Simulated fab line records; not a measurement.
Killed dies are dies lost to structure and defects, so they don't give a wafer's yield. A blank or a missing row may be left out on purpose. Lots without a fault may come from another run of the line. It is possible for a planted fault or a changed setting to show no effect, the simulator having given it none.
fab line records	flow n5Finfet
record: lots: 7	wafers: 19	lastDay: 18
route steps=1938 shown BEOL_M10@1497 PASSIVATION@1936
lots untouched by any fault: they come from a run of this same line in which no faults occurred
startH: hours from the record's opening day to when the first of the lot's shown wafers began	waitH: hours from the lot's prior step to this one	" the same as in the row above	L1.1+2: one row covering several wafers at once	- no value present, or no start provided	* or withheld: withheld	< > ~ a bound
route shown NAME@n: a module of which the file shows steps, and the number in the route of the first	usual: mean/standard deviation taken from wafers without a fault	same: alike in all rows	chamber/n: place in a boat	sites: each site's reading	_std_site: standard deviation of those values	_edge_site: mean of outer sites minus mean of inner sites	radiusMm: how far each site lies from the wafer's centre	mask NAME#n: copy n	behind: tool/chamber where the wafer was last shaped	hold: cause of the lot's hold/its duration in hours/its outcome	device: the n, p or np transistor that did not switch	end of line: tests run on the same wafers once the route is complete	a step with no rows: only its recipe	killed: count of dies lost to structure and defects at first sort (not the wafer's yield)	map: per-die view of a wafer (x killed, . not killed, _ where there is no die)
set.NAME: the run value of the setting; set.NAME@STEP: its run value at that earlier step	model.NAME: the simulator's own value behind a step, which no gauge read
certain route steps with their lots: each step a table, each wafer a row
services: the hour from which a tool's chamber was out of use, counted from the record's first day as startH (under 0 if before that day), plus the number of hours and why
== steps ==
step: N5_BEOL_M10_EBR_24
recipe: solvent: PGMEA	ebrWidthMm: 1.5
step: N5_BEOL_M10_SOFTBAKE_23
recipe: tempC: 110	timeS: 60	resist: CAR-ArF
step: N5_BEOL_M10_EXPOSE_25
recipe: maskId: V9	na: 1.35	sourceShape: annular	sigmaInner: 0.5	sigmaOuter: 0.8	polarization: unpolarized	doseMj: 85.5
step: N5_BEOL_M10_PEB_26
recipe: pebTempC: withheld	pebTimeS: 60	resist: CAR-ArF
step: N5_BEOL_M10_DEVELOP_27
recipe: developTimeS: 30	developer: TMAH	resist: CAR-ArF	rinseLiquid: diw	dry: airSpin	devTempC: 23
step: N5_BEOL_M10_CD_MEAS_28
recipe: targetCdNm: 70	landingEnergyEv: 500	detector: seInlens	polarity: opening
usual: cdNm: 69.5/0.92
lot.wafer	tool	chamber	startH	waitH	cdNm
L807.1	cdSem-03	0	237.23	-	69.8
L807.4	"	0	"	"	70.4
L807.6	"	0	"	"	70.1
L808.3	cdSem-01	0	243.74	-	68.8
L808.5	"	0	"	"	69.2
L808.6	"	0	"	"	70.0
L815.1	cdSem-01	0	287.78	-	68.5
L815.2	"	0	"	"	69.0
L815.3	"	0	"	"	68.0
L818.2	cdSem-01	0	308.55	-	69.0
L818.5	"	0	"	"	69.1
L816.1	cdSem-03	0	308.98	-	70.0
L816.5	"	0	"	"	68.5
L829.1	cdSem-02	0	367.26	-	67.3
L829.4	"	0	"	"	68.1
L829.6	"	0	"	"	67.9
L828.1	cdSem-02	0	373.23	-	68.2
L828.2	"	0	"	"	68.5
L828.3	"	0	"	"	69.4
step: N5_BEOL_M10_OVL_MEAS_29
recipe: pointsPerWafer: 44
usual: V9_OVL: -0.5/0.68
lot.wafer	tool	chamber	startH	waitH	V9_OVL[nm]
L807.1	overlay-02	0	237.27	0.0	0.4
L807.4	"	0	"	"	-0.7
L807.6	"	0	"	"	-0.9
L808.3	overlay-02	0	243.77	0.0	-0.3
L808.5	"	0	"	"	0.5
L808.6	"	0	"	"	-1.2
L815.1	overlay-02	0	287.82	0.0	0.3
L815.2	"	0	"	"	-0.6
L815.3	"	0	"	"	0.0
L818.2	overlay-01	0	308.58	0.0	-1.5
L818.5	"	0	"	"	0.2
L816.1	overlay-01	0	309.01	0.0	-0.5
L816.5	"	0	"	"	-2.3
L829.1	overlay-01	0	367.29	0.0	-0.3
L829.4	"	0	"	"	-1.1
L829.6	"	0	"	"	-1.3
L828.1	overlay-02	0	373.26	0.0	-0.4
L828.2	"	0	"	"	0.0
L828.3	"	0	"	"	0.4
step: N5_BEOL_M10_INSPECT_30
recipe: mode: adi	inspectInstrument: brightfield
usual: rawDefectCount: 414/95
lot.wafer	tool	chamber	startH	waitH	rawDefectCount
L807.1	defectInspect-01	-	237.29	0.0	337
L807.4	"	-	"	"	279
L807.6	"	-	"	"	390
L808.3	defectInspect-02	-	243.79	0.0	379
L808.5	"	-	"	"	375
L808.6	"	-	"	"	376
L815.1	defectInspect-01	-	287.84	0.0	396
L815.2	"	-	"	"	504
L815.3	"	-	"	"	402
L818.2	defectInspect-01	-	308.60	0.0	317
L818.5	"	-	"	"	242
L816.1	defectInspect-01	-	309.03	0.0	329
L816.5	"	-	"	"	404
L829.1	defectInspect-01	-	367.31	0.0	405
L829.4	"	-	"	"	419
L829.6	"	-	"	"	497
L828.1	defectInspect-01	-	373.29	0.0	286
L828.2	"	-	"	"	291
L828.3	"	-	"	"	297
step: N5_BEOL_M10_DESCUM_33
recipe: chemistry: O2	timeS: 7.9	sourcePowerW: 50	biasPowerW: 20	pressureMtorr: 20	rfFrequencyHz: 2.712e+07	tempC: 40	resist: CAR-ArF	o2FlowSccm: 225
usual: chamberPressureMTorr: 19.999/0.016	drypumpMotorCurrentA: 5.7/0.42	oesProductAu: 0.82/0.066	rfFwdPowerW: 49.39/0.21	rfVppV: 243.4/1.2	showerheadPlenumPTorr: 2.11/0.057	throttleValvePct: 20.45/0.18
lot.wafer	tool	chamber	startH	waitH	chamberPressureMTorr	drypumpMotorCurrentA	oesProductAu	rfFwdPowerW	rfHoursCounterH	rfVppV	showerheadPlenumPTorr	throttleValvePct
L807.1	rieDiel-01	2	237.33	0.0	20.002	4.9	0.89	49.18	48	244.4	2.15	20.37
L807.4	"	0	"	"	20.002	5.4	0.83	49.52	85	244.6	2.14	20.47
L807.6	"	2	"	"	20.005	4.9	0.89	49.60	-	243.7	2.15	20.37
L808.3	rieDiel-05	0	244.23	0.4	19.970	5.7	0.78	49.32	119	242.9	2.11	20.15
L808.5	"	2	"	"	19.983	5.7	0.84	49.33	-	242.7	2.04	20.66
L808.6	"	1	"	"	19.997	5.9	0.87	49.53	-	242.0	2.02	20.50
L815.1	rieDiel-05	3	288.68	0.8	20.012	6.3	0.88	49.73	25	244.2	2.12	20.24
L815.2	"	0	"	"	19.955	5.7	0.77	49.44	134	243.0	2.11	20.18
L815.3	"	1	"	"	20.000	5.8	0.85	49.48	73	240.5	2.02	20.52
L818.2	rieDiel-05	2	308.63	0.0	20.011	5.8	0.81	49.29	91	240.9	2.03	20.68
L818.5	"	3	"	"	20.000	6.2	0.86	49.74	-	243.4	2.12	20.27
L816.1	rieDiel-05	0	309.10	0.1	19.982	5.8	0.75	49.46	141	243.7	2.10	20.20
L816.5	"	0	"	"	19.969	5.8	0.75	49.50	-	242.7	2.10	20.19
L829.1	rieDiel-01	0	367.68	0.4	19.986	5.4	0.77	49.34	133	244.3	2.12	20.53
L829.4	"	2	"	"	19.979	4.9	0.81	49.13	100	242.8	2.13	20.46
L829.6	"	0	"	"	19.965	5.4	0.77	49.30	-	242.6	2.12	20.54
L828.1	rieDiel-05	2	373.32	0.0	19.996	5.8	0.79	49.35	116	240.9	2.02	20.72
L828.2	"	3	"	"	20.037	6.3	0.84	49.65	57	245.2	2.11	20.31
L828.3	"	1	"	"	19.999	5.8	0.81	49.59	104	240.9	2.01	20.55
step: N5_BEOL_M10_ETCH_65
recipe: chemistry: CF4	target: SiARC	targetDepthA: 390	maskMaterial: CAR-ArF	timeS: 65	ionEnergyEv: 80	pressureMtorr: 40	sourceW: 545	biasW: 36	Ar_flow_sccm: 100	cf4FlowSccm: 100	ends: cleared
usual: chamberPressureMTorr: 40.00/0.038	drypumpMotorCurrentA: 5.7/0.42	etchRfOnTimeS: 64.3/0.77	oesProductAu: 0.71/0.056	rfFwdPowerW: 538.2/2.6	rfVppV: 184.3/0.99	showerheadPlenumPTorr: 2.15/0.057	throttleValvePct: 15.55/0.18
lot.wafer	tool	chamber	startH	waitH	chamberPressureMTorr	drypumpMotorCurrentA	etchRfOnTimeS	oesProductAu	rfFwdPowerW	rfHoursCounterH	rfVppV	showerheadPlenumPTorr	throttleValvePct
L807.1	rieDiel-01	2	237.36	0.0	39.94	4.9	63.0	0.77	534.0	48	185.2	2.16	15.30
L807.4	"	0	"	"	40.06	5.4	63.5	0.73	538.5	85	183.8	2.16	15.46
L807.6	"	2	"	"	39.97	4.9	62.8	0.77	536.6	-	184.9	2.16	15.27
L808.3	rieDiel-05	0	244.26	0.0	39.99	5.7	64.6	0.66	539.2	119	184.1	2.15	15.30
L808.5	"	2	"	"	40.03	5.8	63.6	0.73	537.6	-	183.3	2.08	15.71
L808.6	"	1	"	"	39.94	5.8	63.9	0.74	542.3	-	183.0	2.07	15.57
L815.1	rieDiel-05	3	288.72	0.0	40.05	6.2	64.3	0.75	541.3	25	182.7	2.18	15.41
L815.2	"	0	"	"	40.02	5.7	65.7	0.64	540.8	134	182.9	2.15	15.30
L815.3	"	1	"	"	40.09	5.9	65.2	0.71	539.2	73	183.0	2.07	15.61
L818.2	rieDiel-05	2	308.67	0.0	39.99	5.8	65.0	0.70	538.0	91	184.5	2.07	15.74
L818.5	"	3	"	"	39.99	6.3	63.8	0.75	540.6	-	183.9	2.18	15.44
L816.1	rieDiel-05	0	309.13	0.0	40.04	5.7	65.6	0.63	540.5	141	183.3	2.15	15.32
L816.5	"	0	"	"	40.03	5.7	65.6	0.65	541.9	-	184.3	2.15	15.33
L829.1	rieDiel-01	0	367.71	0.0	40.04	5.4	64.9	0.67	537.9	133	185.2	2.14	15.56
L829.4	"	2	"	"	40.01	4.9	63.9	0.71	538.8	100	184.8	2.14	15.39
L829.6	"	0	"	"	40.01	5.4	64.5	0.67	541.8	-	184.7	2.14	15.54
L828.1	rieDiel-05	2	373.36	0.0	40.01	5.8	63.2	0.69	533.9	116	182.8	2.06	15.77
L828.2	"	3	"	"	40.01	6.2	63.6	0.72	541.3	57	184.8	2.17	15.49
L828.3	"	1	"	"	40.03	5.8	65.0	0.70	540.1	104	183.1	2.06	15.67
step: N5_BEOL_M10_ETCH_66
recipe: chemistry: N2/H2	target: SOC	targetDepthA: 1200	overetchA: 240	maskMaterial: SiARC	tempC: 40	timeS: 180	ionEnergyEv: 200	pressureMtorr: 30	sourceW: 840	biasW: 150	n2FlowSccm: 200	h2FlowSccm: 200
usual: chamberPressureMTorr: 30.000/0.029	drypumpMotorCurrentA: 5.7/0.42	oesProductAu: 0.67/0.051	rfFwdPowerW: 836.8/2.5	rfVppV: 524.2/2	showerheadPlenumPTorr: 2.55/0.071	throttleValvePct: 17.79/0.15
lot.wafer	tool	chamber	startH	waitH	chamberPressureMTorr	drypumpMotorCurrentA	oesProductAu	rfFwdPowerW	rfHoursCounterH	rfVppV	showerheadPlenumPTorr	throttleValvePct
L807.1	rieDiel-01	2	237.41	0.0	30.014	4.9	0.72	832.2	48	524.8	2.59	17.63
L807.4	"	0	"	"	29.956	5.4	0.67	841.1	85	525.2	2.55	17.61
L807.6	"	2	"	"	29.981	4.9	0.71	833.1	-	525.4	2.59	17.65
L808.3	rieDiel-05	0	244.31	0.0	29.995	5.7	0.62	834.8	119	525.2	2.58	17.63
L808.5	"	2	"	"	29.993	5.8	0.69	835.2	-	520.6	2.47	17.85
L808.6	"	1	"	"	29.974	5.9	0.69	839.5	-	521.6	2.46	17.84
L815.1	rieDiel-05	3	288.77	0.0	29.998	6.3	0.71	834.2	25	526.1	2.61	17.76
L815.2	"	0	"	"	29.998	5.8	0.62	837.7	134	523.2	2.57	17.65
L815.3	"	1	"	"	30.023	5.8	0.67	838.4	73	522.2	2.45	17.88
L818.2	rieDiel-05	2	308.72	0.0	30.029	5.8	0.66	836.4	91	521.7	2.46	17.89
L818.5	"	3	"	"	30.019	6.3	0.70	834.2	-	524.1	2.61	17.78
L816.1	rieDiel-05	0	309.18	0.0	29.989	5.7	0.60	837.2	141	524.6	2.57	17.67
L816.5	"	0	"	"	29.990	5.7	0.61	838.9	-	523.2	2.57	17.67
L829.1	rieDiel-01	0	367.76	0.0	30.014	5.4	0.64	839.5	133	524.1	2.53	17.69
L829.4	"	2	"	"	29.969	4.9	0.66	838.7	100	523.0	2.57	17.71
L829.6	"	0	"	"	30.002	5.4	0.64	837.6	-	524.7	2.53	17.70
L828.1	rieDiel-05	2	373.41	0.0	30.022	5.8	0.65	833.0	116	522.2	2.45	17.96
L828.2	"	3	"	"	29.991	6.3	0.67	836.9	57	525.0	2.60	17.81
L828.3	"	1	"	"	30.017	5.9	0.65	835.7	104	522.0	2.44	17.93
step: N5_BEOL_M10_STRIP_69
recipe: chemistry: N2/H2	tempC: 40	n2FlowSccm: 200	h2FlowSccm: 200	rfFrequencyHz: 6e+07
step: N5_BEOL_M10_VIA_ETCH_34
recipe: chemistry: C4F6/O2	target: SiCOH_lowk	targetDepthA: 1845	maskMaterial: SOC	taperDeg: 4	timeS: 69.2	ionEnergyEv: 250	pressureMtorr: 30	sourceW: 345	biasW: 185	Ar_flow_sccm: 300	C4F6_flow_sccm: 10	O2_flow_sccm: 10
usual: chamberPressureMTorr: 29.999/0.026	drypumpMotorCurrentA: 5.7/0.42	oes_f_703_au: 0.83/0.063	oesProductAu: 0.83/0.065	rfFwdPowerW: 342.0/1.3	rfVppV: 668/13	showerheadPlenumPTorr: 2.86/0.079	throttleValvePct: 20.86/0.15
lot.wafer	tool	chamber	startH	waitH	chamberPressureMTorr	drypumpMotorCurrentA	oes_f_703_au	oesProductAu	rfFwdPowerW	rfHoursCounterH	rfVppV	showerheadPlenumPTorr	throttleValvePct	model.etch.depthNm	model.SOC_of_BEOL_M10_COAT_63.thkNm
L807.1	rieDiel-01	2	237.53	0.0	30.034	4.9	0.91	0.89	342.7	49	686	2.89	20.67	186.7	91.6
L807.4	"	0	"	"	29.990	5.4	0.87	0.84	343.0	85	649	2.86	20.67	185.2	91.6
L807.6	"	2	"	"	29.964	4.9	0.91	0.89	341.8	-	686	2.89	20.67	186.5	91.4
L808.3	rieDiel-05	0	244.43	0.0	30.025	5.7	0.77	0.77	342.4	119	652	2.88	20.63	184.7	91.8
L808.5	"	2	"	"	29.976	5.8	0.87	0.85	341.3	-	676	2.75	20.95	186.6	91.6
L808.6	"	1	"	"	29.978	5.9	0.84	0.87	344.2	-	681	2.75	20.87	187.1	91.8
L815.1	rieDiel-05	3	288.89	0.0	30.053	6.3	0.89	0.81	341.9	25	655	2.90	20.82	161.2	93.4
L815.2	"	0	"	"	30.009	5.7	0.76	0.75	343.4	134	652	2.87	20.66	182.7	91.8
L815.3	"	1	"	"	29.989	5.9	0.82	0.85	342.0	73	683	2.74	20.89	186.4	91.8
L818.2	rieDiel-05	2	308.84	0.0	30.046	5.8	0.85	0.82	340.7	91	674	2.74	20.97	185.7	92
L818.5	"	3	"	"	30.026	6.3	0.87	0.80	343.5	-	656	2.90	20.80	162	93.2
L816.1	rieDiel-05	0	309.31	0.0	30.000	5.7	0.75	0.69	342.5	141	651	2.87	20.64	160.3	92.8
L816.5	"	0	"	"	29.985	5.7	0.75	0.69	341.9	-	650	2.87	20.65	159.3	93
L829.1	rieDiel-01	0	367.89	0.0	30.008	5.4	0.82	0.78	340.5	133	647	2.83	20.76	182	92.2
L829.4	"	2	"	"	29.976	4.9	0.85	0.83	340.2	100	685	2.87	20.76	187.7	91.6
L829.6	"	0	"	"	30.007	5.4	0.83	0.78	343.2	-	648	2.83	20.74	181.8	91.8
L828.1	rieDiel-05	2	373.53	0.0	29.996	5.8	0.82	0.79	342.3	117	675	2.73	21.03	183.1	92.6
L828.2	"	3	"	"	29.950	6.2	0.83	0.84	341.9	58	655	2.89	20.87	186.8	92.4
L828.3	"	1	"	"	29.980	5.9	0.78	0.81	342.4	105	682	2.73	20.94	185.7	92.2
step: N5_BEOL_M10_STRIP_73
recipe: chemistry: C4F6/O2	resist: SiARC	rfFrequencyHz: 6e+07
step: N5_PASSIVATION_PROBE_49
usual: defectLimitedYield: 91.3/1.5	killed_at_M0_to_M3: 31/11	killed_at_M4_up: 14/5.1	killedAtContacts: 12/5.6	killedAtFrontEnd: 42/12	killedAtOther: 3.8/2.9	killedDies: 103/18	killedOpen: 67/14	killedShort: 33/8	sort_bin_5_function: 5.1/1	sort_bin_6_memory: 3.2/0.75	sortNPass: 1077/18	sortYieldPct: 91.3/1.5
same: grossDies: 1180	killedAtBackSide: 0	sort_bin_4_leakage[%]: 0	sort_bin_8_speed[%]: 0
lot.wafer	tool	chamber	startH	waitH	defectLimitedYield[%]	killed_at_M0_to_M3	killed_at_M4_up	killedAtContacts	killedAtFrontEnd	killedAtOther	killedDies	killedOpen	killedShort	sort_bin_5_function[%]	sort_bin_6_memory[%]	sortNPass	sortYieldPct[%]
L816.1	prober-02	-	367.91	0.0	90.2	25	20	15	55	1	116	65	45	5.9	3.6	1064	90.2
L816.5	prober-02	-	368.11	0.2	91.4	35	16	12	33	5	101	76	20	5.1	3.1	1079	91.4
killed by level:class
L816.1 FIN_SAQP:geometricParticle:open=17 FIN_SAQP:geometricParticle:short=16 MOL_CONTACT_COAG:geometricParticle:open=10 BEOL_M0_SAQP:geometricParticle:short=7 BEOL_M10:areaEtch=6 MOL_CONTACT_COAG:geometricParticle:short=5 BEOL_M0_SAQP:geometricParticle:open=5 DUMMY_GATE:geometricParticle:open=4
L816.5 MOL_CONTACT_COAG:geometricParticle:open=9 BEOL_M1:geometricParticle:open=9 FIN_SAQP:geometricParticle:open=7 DUMMY_GATE:geometricParticle:open=7 BEOL_M0_SAQP:geometricParticle:open=7 STI_FIN_REVEAL:geometricParticle:open=6 BEOL_M0:geometricParticle:open=5 BEOL_M10:areaEtch=5
== services ==
tool	chamber	startH	hours	kind
rieDiel-01	3	263.49	2.6	repair
rieDiel-01	3	266.36	-	clean
rieDiel-01	3	266.36	-	consumableReplace:focusRing
rieDiel-01	3	266.36	24.7	scheduledDown
rieDiel-01	3	266.36	24.7	ventCycle
rieDiel-05	-	290.15	2.6	repair
rieDiel-05	0	350.53	25.4	repair
== key ==
firstSign none at tools or gauges
modelEffect: step: N5_BEOL_M10_VIA_ETCH_34	value: etch.depthNm	without: 185.2	struck: 160.7
metAt N5_BEOL_M10_VIA_ETCH_34
struckWafers L815.1,L816.1,L816.5,L818.5
onsetBetween 244.43 288.89
fault: kind: processParameterDrift	tool: rieDiel-05	chamber: -	onsetH: 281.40	steps: N5_BEOL_M10_VIA_ETCH_34	channel: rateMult	offset: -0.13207	shape: step	endH: 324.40	scope: struckWafersOnly
